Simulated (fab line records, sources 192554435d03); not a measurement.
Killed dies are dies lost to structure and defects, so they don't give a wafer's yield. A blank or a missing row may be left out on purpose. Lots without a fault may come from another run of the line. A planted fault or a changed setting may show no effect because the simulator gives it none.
fab line records | flow n5_finfet
record lots=5 wafers=13 last_day=18
route steps=1938 shown BEOL_M4@1099 BEOL_M5@1112 PASSIVATION@1916
lots that met no fault: from a run of the same line without faults
start_h: hours from the record's first day to the start of the lot's first wafer shown | wait_h: hours since the lot's step before | " the same as in the row above | L1.1+2: a row that stands for several wafers | - no value, or no start given | * or withheld: withheld | < > ~ a bound
route shown NAME@n: a module of which the file shows steps, and the number in the route of the first | usual: mean/standard deviation of fault-free wafers | same: alike in all rows | chamber/n: place in a boat | sites: the reading at each site | _std_site: their standard deviation | _edge_site: outer sites' mean less inner sites' | radius_mm: how far each site lies from the wafer's centre | mask NAME#n: copy n | behind: the tool/chamber that last shaped the wafer | hold: why the lot was held/for how many hours/how that ended | device: the transistor (n, p or np) that didn't switch | end of line: the same wafers' tests at the end of the route | a step without rows: its recipe alone | killed: dies lost to structure and defects at the first sort, not the wafer's yield | map: a wafer's dies, x killed, . not, _ none there
set.NAME: the setting as run; set.NAME@STEP: as run at that earlier step | model.NAME: the simulator's own value behind a step, which no gauge read
lots at some steps of the route; a table a step, a row a wafer
services: from which hour (start_h, from the record's first day; less than 0 if before it) a tool's chamber was out of use, for how many hours, and why
## steps
# step N5_BEOL_M4_ANNEAL_95
# recipe temp_c=400 time_s=240 ambient=vacuum
# step N5_BEOL_M4_SPUTTER_96
# recipe material=Cu target_thk_a=45 temp_c=-20 chamber_pressure_pa=0.07 power_w=withheld time_s=8.29
# step N5_BEOL_M4_ECD_50
# recipe material=Cu target_thk_a=3000
# step N5_BEOL_M4_ANNEAL_51
# recipe temp_c=225 time_s=90 ambient=N2
# step N5_BEOL_M4_CMP_52
# recipe stop_on=SiOC t_overpolish_s=6.8 down_force_psi=1 platen_rpm=50 clearing_platen_down_force_psi=1.5 clearing_platen_rpm=50 post_cmp_clean=cu_alkaline target_thk_nm=40 clearing_platen_pad_velocity_m_s=0.99484 pad_velocity_m_s=0.99484
# step N5_BEOL_M4_PRE_CLEAN_60
# recipe gas=NH3/H2 time_s=15 temp_c=* rf_power_w=300
# step N5_BEOL_M4_CO_CAP_55
# recipe material=Co target_thk_a=20 temp_c=200 precursor=CCTBA/H2 pressure_torr=30 time_s=102.1
# step N5_BEOL_M4_PRE_CLEAN_56
# recipe gas=NH3 time_s=15 temp_c=withheld rf_power_w=300
# step N5_BEOL_M4_DEP_57
# recipe material=SiCN target_thk_a=80 temp_c=withheld precursor=3MS/NH3 pressure_torr=3 rf_w=202 time_s=14
# step N5_BEOL_M4_RC_MEAS_101
# usual DIBL_N=36.0/1.7 DIBL_P=36.0/2 IOFF_N=0.156/0.028 IOFF_P=0.21/0.04 ION_N=673/12 ION_P=463/8.3 SS_N=71.4/0.6 SS_P=73.3/0.66 VT_N=250/3 VT_P=-250/3.8
# columns lot.wafer tool chamber start_h wait_h DIBL_N[mV/V] DIBL_P[mV/V] IOFF_N[nA/um] IOFF_P[nA/um] ION_N[uA/um] ION_P[uA/um] SS_N[mV/dec] SS_P[mV/dec] VT_N[mV] VT_P[mV]
L770.2 prober-02 0 169.46 0.2 32.8 32.6 0.114 0.14 664 451 71.0 71.6 255 -259
L770.3 " 0 " " 34.9 35.6 0.151 0.18 692 466 71.0 73.7 250 -253
L770.5 " 0 " " 33.6 35.5 0.134 0.17 675 458 70.9 73.3 252 -254
L783.3 prober-02 0 254.33 0.3 33.7 33.7 0.131 0.16 664 451 70.9 73.4 251 -256
L783.5 " 0 " " 34.3 34.9 0.139 0.17 663 460 71.5 73.0 253 -254
L785.2 prober-02 0 274.30 0.2 36.8 36.6 0.163 0.23 694 475 71.6 72.9 247 -247
L785.5 " 0 " " 38.2 37.5 0.184 0.24 700 476 72.0 73.9 248 -245
L785.6 " 0 " " 38.3 37.1 0.164 0.23 673 463 72.0 73.0 250 -249
L788.2 prober-01 0 300.94 0.2 33.8 32.6 0.125 0.16 667 461 70.6 73.0 252 -252
L788.3 " 0 " " 35.0 33.8 0.134 0.17 661 449 71.3 74.0 253 -253
L791.3 prober-02 0 312.89 0.3 37.0 38.0 0.186 0.23 682 463 71.3 73.9 247 -249
L791.4 " 0 " " 38.8 40.0 0.218 0.26 711 480 72.0 74.3 244 -247
L791.5 " 0 " " 36.3 37.7 0.167 0.21 698 474 71.3 73.4 250 -252
# step N5_BEOL_M5_ILD_DEP_00
# recipe material=SiCOH_lowk target_thk_a=1406.4 temp_c=300 precursor=DEMS/porogen pressure_torr=5 rf_w=500 time_s=25.9
# step N5_BEOL_M5_CURE_79
# recipe temp_c=385 time_s=240 ambient=He/Ar material=SiCOH_lowk
# step N5_BEOL_M5_PECVD_70
# recipe material=SiO2 target_thk_a=160 temp_c=400 precursor=TEOS/O2 pressure_torr=5.5 rf_w=450 teos_flow_sccm=53.8 gas=O2 flow_sccm=3000 time_s=18
# step N5_BEOL_M5_HM_DEP_02
# recipe material=TiN target_thk_a=200 temp_c=25 chamber_pressure_pa=0.49996
# step N5_BEOL_M5_COAT_59
# recipe resist=SOC temp_c=250 time_s=60 spin_rpm=1500 resist_thk_nm=60
# step N5_BEOL_M5_COAT_60
# recipe resist=SiARC temp_c=220 time_s=60 spin_rpm=1500 resist_thk_nm=12
# step N5_BEOL_M5_COAT_71
# recipe resist=underlayer temp_c=205 time_s=60 spin_rpm=1500 resist_thk_nm=5
# step N5_BEOL_M5_COAT_05
# recipe resist=CAR-EUV spin_rpm=1500 resist_thk_nm=30
# step N5_BEOL_M5_EBR_07
# recipe solvent=PGMEA ebr_width_mm=1.5
# step N5_BEOL_M5_SOFTBAKE_06
# recipe temp_c=110 time_s=60 resist=CAR-EUV
# step N5_BEOL_M5_EXPOSE_08
# recipe mask_id=M5 na=0.33 source_shape=annular sigma_inner=0.4 sigma_outer=0.8 polarization=unpolarized target_cd_nm=28 dose_mj=35.75
# step N5_BEOL_M5_PEB_09
# recipe peb_temp_c=100 peb_time_s=60 resist=CAR-EUV
# step N5_BEOL_M5_DEVELOP_10
# recipe develop_time_s=30 developer=TMAH resist=CAR-EUV rinse_liquid=surfactant_rinse dry=air_spin dev_temp_c=23
# step N5_BEOL_M5_DESCUM_16
# recipe chemistry=O2 time_s=7 source_power_w=50 bias_power_w=20 pressure_mtorr=20 rf_frequency_hz=2.712e+07 temp_c=40 resist=CAR-EUV o2_flow_sccm=225
# step N5_BEOL_M5_ETCH_72
# recipe chemistry=N2/H2 target=underlayer target_depth_a=65 mask_material=CAR-EUV time_s=5.2 ion_energy_ev=200 pressure_mtorr=30 source_w=840 bias_w=150 n2_flow_sccm=200 h2_flow_sccm=200 ends=cleared
# step N5_BEOL_M5_ETCH_61
# recipe chemistry=CF4 target=SiARC target_depth_a=156 mask_material=CAR-EUV time_s=26 ion_energy_ev=80 pressure_mtorr=40 source_w=545 bias_w=36 Ar_flow_sccm=100 cf4_flow_sccm=100 ends=cleared
# step N5_BEOL_M5_ETCH_62
# recipe chemistry=N2/H2 target=SOC target_depth_a=750 overetch_a=150 mask_material=SiARC temp_c=40 time_s=112.5 ion_energy_ev=200 pressure_mtorr=30 source_w=840 bias_w=150 n2_flow_sccm=200 h2_flow_sccm=200
# step N5_BEOL_M5_STRIP_63
# recipe chemistry=N2/H2 temp_c=40 n2_flow_sccm=200 h2_flow_sccm=200 rf_frequency_hz=6e+07
# step N5_BEOL_M5_STRIP_73
# recipe chemistry=N2/H2 temp_c=40 n2_flow_sccm=200 h2_flow_sccm=200 rf_frequency_hz=6e+07
# step N5_BEOL_M5_STRIP_64
# recipe chemistry=CF4 resist=SiARC power_w=300 bias_power_w=75 pressure_mtorr=50 cf4_flow_sccm=150 rf_frequency_hz=6e+07
# step N5_BEOL_M5_HM_OPEN_17
# recipe chemistry=Cl2/BCl3 target_depth_a=200 overetch_a=60 target=TiN mask_material=SOC ion_energy_ev=150 pressure_mtorr=10 icp_w=1000 bias_w=126 Cl2_flow_sccm=53.25 bcl3_flow_sccm=21.75 Ar_flow_sccm=25
# step N5_BEOL_M5_STRIP_19
# recipe chemistry=O2 power_w=400 temp_c=40 pressure_mtorr=30 rf_frequency_hz=6e+07 bias_power_w=0 overash_fraction=0.2 o2_flow_sccm=225
# step N5_BEOL_M5_COAT_65
# recipe resist=SOC temp_c=250 time_s=60 spin_rpm=1500 resist_thk_nm=60
# step N5_BEOL_M5_COAT_66
# recipe resist=SiARC temp_c=220 time_s=60 spin_rpm=1500 resist_thk_nm=12
# step N5_PASSIVATION_PECVD_35
# recipe material=SiNx target_thk_a=7000 temp_c=400 precursor=SiH4/NH3/N2 pressure_torr=4.9 rf_w=1406 time_s=151.3
# usual heater_power_w=402/100 run_length_s=195.2/0.57 showerhead_plenum_p_Torr=8.70/0.069 showerhead_vpp_V=2336/130 throttle_valve_pct=28.6/1.1
# columns lot.wafer tool chamber start_h wait_h heater_power_w run_length_s showerhead_plenum_p_Torr showerhead_vpp_V throttle_valve_pct model.SiNx_of_PASSIVATION_PECVD_35.thk_nm
L770.2 pecvd-02 0 260.38 0.1 377 194.9 8.73 2233 28.7 681.4
L770.3 " 2 " " 317 194.8 8.85 2596 27.1 677.6
L770.5 " 1 " " 443 194.9 8.73 2396 30.5 698.2
L783.3 pecvd-02 2 362.74 0.1 333 290.1 8.87 2658 27.7 1113
L783.5 " 2 " " 371 195.3 8.86 2608 27.7 697.6
L785.2 pecvd-02 2 373.02 0.1 402 290.2 8.81 2635 28.0 1125
L785.5 " 1 " " 293 194.9 8.74 2373 30.3 709.8
L785.6 " 0 " " 466 195.5 8.71 2266 28.9 700.4
L788.2 pecvd-02 1 400.07 0.1 415 290.5 8.72 2365 30.2 1127
L788.3 " 2 " " 276 290.7 8.88 2580 28.1 1121
L791.3 pecvd-03 2 416.24 0.1 586 196.0 8.67 2237 29.4 700.6
L791.4 " 0 " " 594 194.8 8.56 2196 29.0 720.6
L791.5 " 1 " " 382 196.3 8.65 2242 28.8 705.6
# step N5_PASSIVATION_STRIP_52
# recipe chemistry=post_etch_residue_remover time_s=1200 temp_c=72.5
# columns lot.wafer tool chamber start_h wait_h model.SiNx_of_PASSIVATION_PECVD_35.thk_nm
L770.2 wet_bench-03 6 261.64 - 681
L770.3 " 7 " " 677.2
L770.5 " 5 " " 697.8
L783.3 wet_bench-01 5 364.01 - 1113
L783.5 " 2 " " 697.2
L785.2 wet_bench-03 0 374.28 - 1125
L785.5 " 4 " " 709.4
L785.6 " 3 " " 700
L788.2 wet_bench-01 2 401.21 - 1126
L788.3 " 7 " " 1121
L791.3 wet_bench-02 5 417.50 - 700.4
L791.4 " 6 " " 720.2
L791.5 " 7 " " 705.2
# step N5_PASSIVATION_PROBE_49
# usual defect_limited_yield=91.6/1.6 killed_at_M0_to_M3=31/10 killed_at_M4_up=14/6.3 killed_at_contacts=12/6.1 killed_at_front_end=39/12 killed_at_other=3.7/2.8 killed_dies=100/19 killed_on_rim=13/4.2 killed_open=66/14 killed_short=33/8.1 sort_bin_5_function=5.0/1.1 sort_bin_6_memory=3.2/0.66 sort_n_pass=1080/18 sort_yield_pct=91.6/1.6
# same gross_dies=1180 killed_at_back_side=0 sort_bin_4_leakage[%]=0 sort_bin_8_speed[%]=0
# columns lot.wafer tool chamber start_h wait_h defect_limited_yield[%] killed_at_M0_to_M3 killed_at_M4_up killed_at_contacts killed_at_front_end killed_at_other killed_dies killed_on_rim killed_open killed_short sort_bin_5_function[%] sort_bin_6_memory[%] sort_n_pass sort_yield_pct[%]
L783.3 prober-02 - 366.54 0.1 0 23 10 2 40 1105 1180 152 50 28 97.4 2.4 0 0
L785.2 prober-02 - 376.75 0.1 0 30 20 17 56 1057 1180 152 83 46 95.8 4.0 0 0
L788.2 prober-02 - 404.45 0.1 0 26 9 19 32 1094 1180 152 58 30 96.5 2.9 0 0
L788.3 prober-02 - 404.50 0.1 0 11 16 7 35 1111 1180 152 54 22 96.8 2.9 0 0
# killed by level:class
L783.3 PASSIVATION:area_pecvd=1100 FIN_SAQP:geometric_particle:open=12 SPACER0:geometric_particle:short=8 SPACER0:geometric_particle:open=5 BEOL_M2:geometric_particle:open=5 BEOL_M0:geometric_particle:open=4 FIN_SAQP:geometric_particle:short=3 GATE_CUT:geometric_particle:short=3
L785.2 PASSIVATION:area_pecvd=1051 FIN_SAQP:geometric_particle:short=15 FIN_SAQP:geometric_particle:open=15 BEOL_M4:geometric_particle:open=14 MOL_CONTACT_COAG:geometric_particle:open=13 BEOL_M0_SAQP:geometric_particle:short=8 BEOL_M2:geometric_particle:open=6 DUMMY_GATE:geometric_particle:open=6
L788.2 PASSIVATION:area_pecvd=1091 MOL_CONTACT_COAG:geometric_particle:open=12 FIN_SAQP:geometric_particle:short=11 BEOL_M2:geometric_particle:open=10 MOL_CONTACT_COAG:geometric_particle:short=7 FIN_SAQP:geometric_particle:open=6 BEOL_M1:geometric_particle:open=5 BEOL_M0_SAQP:geometric_particle:open=4
L788.3 PASSIVATION:area_pecvd=1104 BEOL_M4:geometric_particle:open=12 FIN_SAQP:geometric_particle:open=8 MOL_CONTACT_COAG:geometric_particle:open=6 FIN_SAQP:geometric_particle:short=5 BEOL_M1:geometric_particle:open=5 STARTING-WAFER:geometric_particle:short=4 STI_FIN_REVEAL:geometric_particle:open=3
# map L783.3 (x killed, . not)
_________________xxxxxxxxxxxx________________
______________xxxxxxxxxxxxxxxxxx_____________
___________xxxxxxxxxxxxxxxxxxxxxxxx__________
__________xxxxxxxxxxxxxxxxxxxxxxxxxx_________
________xxxxxxxxxxxxxxxxxxxxxxxxxxxxxx_______
_______xxxxxxxxxxxxxxxxxxxxxxxxxxxxxxxx______
______xxxxxxxxxxxxxxxxxxxxxxxxxxxxxxxxxx_____
_____xxxxxxxxxxxxxxxxxxxxxxxxxxxxxxxxxxxx____
____xxxxxxxxxxxxxxxxxxxxxxxxxxxxxxxxxxxxxx___
___xxxxxxxxxxxxxxxxxxxxxxxxxxxxxxxxxxxxxxxx__
___xxxxxxxxxxxxxxxxxxxxxxxxxxxxxxxxxxxxxxxx__
__xxxxxxxxxxxxxxxxxxxxxxxxxxxxxxxxxxxxxxxxxx_
__xxxxxxxxxxxxxxxxxxxxxxxxxxxxxxxxxxxxxxxxxx_
_xxxxxxxxxxxxxxxxxxxxxxxxxxxxxxxxxxxxxxxxxxxx
_xxxxxxxxxxxxxxxxxxxxxxxxxxxxxxxxxxxxxxxxxxxx
_xxxxxxxxxxxxxxxxxxxxxxxxxxxxxxxxxxxxxxxxxxxx
_xxxxxxxxxxxxxxxxxxxxxxxxxxxxxxxxxxxxxxxxxxxx
_xxxxxxxxxxxxxxxxxxxxxxxxxxxxxxxxxxxxxxxxxxxx
_xxxxxxxxxxxxxxxxxxxxxxxxxxxxxxxxxxxxxxxxxxxx
_xxxxxxxxxxxxxxxxxxxxxxxxxxxxxxxxxxxxxxxxxxxx
_xxxxxxxxxxxxxxxxxxxxxxxxxxxxxxxxxxxxxxxxxxxx
__xxxxxxxxxxxxxxxxxxxxxxxxxxxxxxxxxxxxxxxxxx_
__xxxxxxxxxxxxxxxxxxxxxxxxxxxxxxxxxxxxxxxxxx_
___xxxxxxxxxxxxxxxxxxxxxxxxxxxxxxxxxxxxxxxx__
___xxxxxxxxxxxxxxxxxxxxxxxxxxxxxxxxxxxxxxxx__
____xxxxxxxxxxxxxxxxxxxxxxxxxxxxxxxxxxxxxx___
_____xxxxxxxxxxxxxxxxxxxxxxxxxxxxxxxxxxxx____
______xxxxxxxxxxxxxxxxxxxxxxxxxxxxxxxxxx_____
_______xxxxxxxxxxxxxxxxxxxxxxxxxxxxxxxx______
________xxxxxxxxxxxxxxxxxxxxxxxxxxxxxx_______
__________xxxxxxxxxxxxxxxxxxxxxxxxxx_________
___________xxxxxxxxxxxxxxxxxxxxxxxx__________
______________xxxxxxxxxxxxxxxxxx_____________
_________________xxxxxxxxxxxx________________
# map L785.2 (x killed, . not)
_________________xxxxxxxxxxxx________________
______________xxxxxxxxxxxxxxxxxx_____________
___________xxxxxxxxxxxxxxxxxxxxxxxx__________
__________xxxxxxxxxxxxxxxxxxxxxxxxxx_________
________xxxxxxxxxxxxxxxxxxxxxxxxxxxxxx_______
_______xxxxxxxxxxxxxxxxxxxxxxxxxxxxxxxx______
______xxxxxxxxxxxxxxxxxxxxxxxxxxxxxxxxxx_____
_____xxxxxxxxxxxxxxxxxxxxxxxxxxxxxxxxxxxx____
____xxxxxxxxxxxxxxxxxxxxxxxxxxxxxxxxxxxxxx___
___xxxxxxxxxxxxxxxxxxxxxxxxxxxxxxxxxxxxxxxx__
___xxxxxxxxxxxxxxxxxxxxxxxxxxxxxxxxxxxxxxxx__
__xxxxxxxxxxxxxxxxxxxxxxxxxxxxxxxxxxxxxxxxxx_
__xxxxxxxxxxxxxxxxxxxxxxxxxxxxxxxxxxxxxxxxxx_
_xxxxxxxxxxxxxxxxxxxxxxxxxxxxxxxxxxxxxxxxxxxx
_xxxxxxxxxxxxxxxxxxxxxxxxxxxxxxxxxxxxxxxxxxxx
_xxxxxxxxxxxxxxxxxxxxxxxxxxxxxxxxxxxxxxxxxxxx
_xxxxxxxxxxxxxxxxxxxxxxxxxxxxxxxxxxxxxxxxxxxx
_xxxxxxxxxxxxxxxxxxxxxxxxxxxxxxxxxxxxxxxxxxxx
_xxxxxxxxxxxxxxxxxxxxxxxxxxxxxxxxxxxxxxxxxxxx
_xxxxxxxxxxxxxxxxxxxxxxxxxxxxxxxxxxxxxxxxxxxx
_xxxxxxxxxxxxxxxxxxxxxxxxxxxxxxxxxxxxxxxxxxxx
__xxxxxxxxxxxxxxxxxxxxxxxxxxxxxxxxxxxxxxxxxx_
__xxxxxxxxxxxxxxxxxxxxxxxxxxxxxxxxxxxxxxxxxx_
___xxxxxxxxxxxxxxxxxxxxxxxxxxxxxxxxxxxxxxxx__
___xxxxxxxxxxxxxxxxxxxxxxxxxxxxxxxxxxxxxxxx__
____xxxxxxxxxxxxxxxxxxxxxxxxxxxxxxxxxxxxxx___
_____xxxxxxxxxxxxxxxxxxxxxxxxxxxxxxxxxxxx____
______xxxxxxxxxxxxxxxxxxxxxxxxxxxxxxxxxx_____
_______xxxxxxxxxxxxxxxxxxxxxxxxxxxxxxxx______
________xxxxxxxxxxxxxxxxxxxxxxxxxxxxxx_______
__________xxxxxxxxxxxxxxxxxxxxxxxxxx_________
___________xxxxxxxxxxxxxxxxxxxxxxxx__________
______________xxxxxxxxxxxxxxxxxx_____________
_________________xxxxxxxxxxxx________________
## services
# columns tool chamber start_h hours kind
pecvd-02 2 267.67 5.0 scheduled_down
wet_bench-02 - 283.42 2.5 repair
## key
first_sign step=N5_PASSIVATION_PECVD_35 reading=run_length_s direction=up sigmas=99+ usual=* struck=*
effect step=N5_PASSIVATION_PROBE_49 reading=killed_at_other direction=up sigmas=99+ usual=3.7 struck=1091.8
model_effect step=N5_PASSIVATION_PECVD_35 value=SiNx_of_PASSIVATION_PECVD_35.thk_nm without=683.8 struck=1121
model_effect step=N5_PASSIVATION_STRIP_52 value=SiNx_of_PASSIVATION_PECVD_35.thk_nm without=683.5 struck=1121
more_kills_born_at N5_PASSIVATION_PECVD_35@pecvd-02=4346
met_at N5_PASSIVATION_PECVD_35
struck_wafers L783.3,L785.2,L788.2,L788.3
later_rows_left_out L783.3,L785.2,L788.2,L788.3
onset_between 260.38 362.74
fault kind=process_parameter_drift tool=pecvd-02 chamber=- onset_h=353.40 steps=N5_PASSIVATION_PECVD_35 channel=time_s offset=* shape=step end_h=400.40 scope=struck_wafers_only acts_in=* stated=*
# later_rows_left_out: the simulator's readings of these wafers behind a module that went badly wrong aren't trusted and aren't shown, but for the sort
